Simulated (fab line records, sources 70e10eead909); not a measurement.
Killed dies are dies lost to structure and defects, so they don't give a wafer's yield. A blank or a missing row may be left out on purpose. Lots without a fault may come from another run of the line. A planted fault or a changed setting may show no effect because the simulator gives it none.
Chamber matching | flow nand_harc | NHARC_A_CHANNEL_HOLE_D1_ETCH_38 on rie_diel-07: 4 sister chambers
The step etches the open film in CF4, target depth 39 nm, time 65 s. 8 wafers are shown with their chamber, then 7 later ones without.

WAFERS WITH THEIR CHAMBER
wafer  | chamber | showerhead_plenum_p_Torr (Torr) | drypump_motor_current_A (A)
L113.1 | 2       | 1.67                            | 5.7
L117.2 | 2       | 1.66                            | 5.7
L123.5 | 1       | 1.87                            | 5.9
L126.1 | 1       | 1.87                            | 5.8
L126.4 | 0       | 1.82                            | 5.3
L126.5 | 3       | 1.72                            | 5.4
L131.2 | 0       | 1.82                            | 5.3
L131.3 | 3       | 1.72                            | 5.4

WAFERS WITHOUT THEIR CHAMBER
wafer  | showerhead_plenum_p_Torr (Torr) | drypump_motor_current_A (A)
L131.6 | 1.72                            | 5.4
L133.1 | 1.72                            | 5.4
L133.3 | 1.87                            | 5.9
L133.4 | 1.82                            | 5.3
L134.2 | 1.66                            | 5.7
L134.4 | 1.82                            | 5.3
L134.5 | 1.82                            | 5.3

WHICH CHAMBER EACH WENT THROUGH
wafer  | from the rows above | in truth
L131.6 | 3                   | 3
L133.1 | 3                   | 3
L133.3 | 1                   | 1
L133.4 | 0                   | 0
L134.2 | 2                   | 2
L134.4 | 0                   | 0
L134.5 | 0                   | 0
Placed correctly: 7 of 7. Can't be placed from these rows: 0. Placed wrongly: 0.
How it was worked out, from the rows above alone: a wafer's distance from a chamber is the root of the sum, over the readings, of the square of ((its reading less the chamber's mean) divided by the reading's scatter). The wafer belongs to the nearest chamber; if the next one is less than 2 further off, it can't be placed. A chamber's mean is the mean of its shown wafers. The scatter: the root of (the sum of the squares of (reading less its chamber's mean) over the shown wafers, divided by (wafers less chambers)).
